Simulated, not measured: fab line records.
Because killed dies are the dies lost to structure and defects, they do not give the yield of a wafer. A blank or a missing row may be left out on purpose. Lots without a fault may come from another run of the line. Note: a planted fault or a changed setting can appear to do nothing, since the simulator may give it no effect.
Lot-split experiment + flow n5-finfet + 21 wafers read across 7 lots, on a route 1938 steps long

THE SPLIT ITSELF
At N5_BEOL_M12_EXPOSE_07 (exposes mask V11), the setting dose-mj was moved away from the recipe's 32.5 on 8 of the 21 wafers read, by -6.0% to +7.0%. All remaining wafers had this setting at the recipe value.

FROM THE SPLIT TO THE READING: what the file shows between them, 3 steps
- N5_BEOL_M12_PEB_08: peb time 90 s
- N5_BEOL_M12_DEVELOP_09: develop time 45 s
- N5_BEOL_M12_HARDBAKE_14: time 120 s

THE READING
cd-nm at N5_BEOL_M12_CD_MEAS_10, given in nm (cd target 140 nm). Fault-free wafers of this fab line usually give 139.7 nm, standard deviation 1.7 nm.

| wafer  | tool, chamber at the split | dose-mj as run | against the recipe | cd-nm, nm | against lot-mates on the recipe |
|--------|----------------------------|----------------|--------------------|-----------|---------------------------------|
| L074.1 | krf-scanner-02, 0          | 32.5           | recipe             | 140.3     | -                               |
| L074.3 | krf-scanner-02, 0          | 32.5           | recipe             | 142.3     | -                               |
| L074.4 | krf-scanner-02, 0          | 32.5           | recipe             | 140.8     | -                               |
| L079.1 | krf-scanner-01, 0          | 32.5           | recipe             | 140.1     | -                               |
| L079.3 | krf-scanner-01, 0          | 31.41          | -3.4%              | 136.5     | -3.4                            |
| L079.4 | krf-scanner-01, 0          | 32.5           | recipe             | 139.7     | -                               |
| L078.1 | krf-scanner-02, 0          | 31.59          | -2.8%              | 138.1     | -1.2                            |
| L078.2 | krf-scanner-02, 0          | 31.59          | -2.8%              | 138.2     | -1.1                            |
| L078.5 | krf-scanner-02, 0          | 32.5           | recipe             | 139.3     | -                               |
| L084.1 | krf-scanner-02, 0          | 32.5           | recipe             | 140.8     | -                               |
| L084.2 | krf-scanner-02, 0          | 32.5           | recipe             | 141.8     | -                               |
| L084.4 | krf-scanner-02, 0          | 32.5           | recipe             | 143.4     | -                               |
| L085.3 | krf-scanner-02, 0          | 34.79          | +7.0%              | 146.5     | no lot-mate on the recipe       |
| L085.4 | krf-scanner-02, 0          | 34.79          | +7.0%              | 149.0     | no lot-mate on the recipe       |
| L085.5 | krf-scanner-02, 0          | 34.79          | +7.0%              | 147.7     | no lot-mate on the recipe       |
| L086.1 | krf-scanner-02, 0          | 30.56          | -6.0%              | 128.9     | -9.2                            |
| L086.3 | krf-scanner-02, 0          | 30.56          | -6.0%              | 130.6     | -7.5                            |
| L086.5 | krf-scanner-02, 0          | 32.5           | recipe             | 138.1     | -                               |
| L089.3 | krf-scanner-02, 0          | 32.5           | recipe             | 139.1     | -                               |
| L089.5 | krf-scanner-02, 0          | 32.5           | recipe             | 137.6     | -                               |
| L089.6 | krf-scanner-02, 0          | 32.5           | recipe             | 138.8     | -                               |

THE FIT
A straight line over all 21 wafers: cd-nm changes by +1.25 nm for each +1% of dose-mj; r = +0.93; the points scatter about the line by 1.8 nm.
The same after taking each lot's own level away (the mean of its wafers on the recipe; 18 wafers): +1.24 nm for each +1%; r = +0.92; scatter 1.1 nm.
Per that fit: largest dose-mj move, reading shift of 8.7 nm.
The span of the lots' own levels, 138.10 to 142.00 nm, comes to 2.3 times the standard deviation stated above.
Consequently the slope shifts little with the lot-to-lot level, the two slopes agreeing.
Check: -6.03 nm against its lot-mates is what the line predicts for one of the wafers moved furthest among these (-6.0%) when that wafer is left out of the fit. Against them it came out at -9.2 nm.

OTHER SPLITS ON THESE WAFERS
These wafers also went through other splits before the reading. Each is held against what the fit with the lots' levels taken away leaves over:
| other split on the same wafers | wafers away from the commonest value | r with cd-nm (lot level and that fit taken away) |
|--------------------------------|--------------------------------------|--------------------------------------------------|
| N5_BEOL_M10_COAT_64 spin-rpm   | 10                                   | -0.18                                            |
| N5_BEOL_M11_COAT_22 spin-rpm   | 6                                    | -0.06                                            |
| N5_BEOL_M11_EXPOSE_25 dose-mj  | 6                                    | -0.10                                            |
| N5_BEOL_M12_COAT_04 spin-rpm   | 6                                    | +0.27                                            |

FILE'S OWN FIT
cd-nm changes by +1.18 nm for each +1% of dose-mj, r = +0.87.
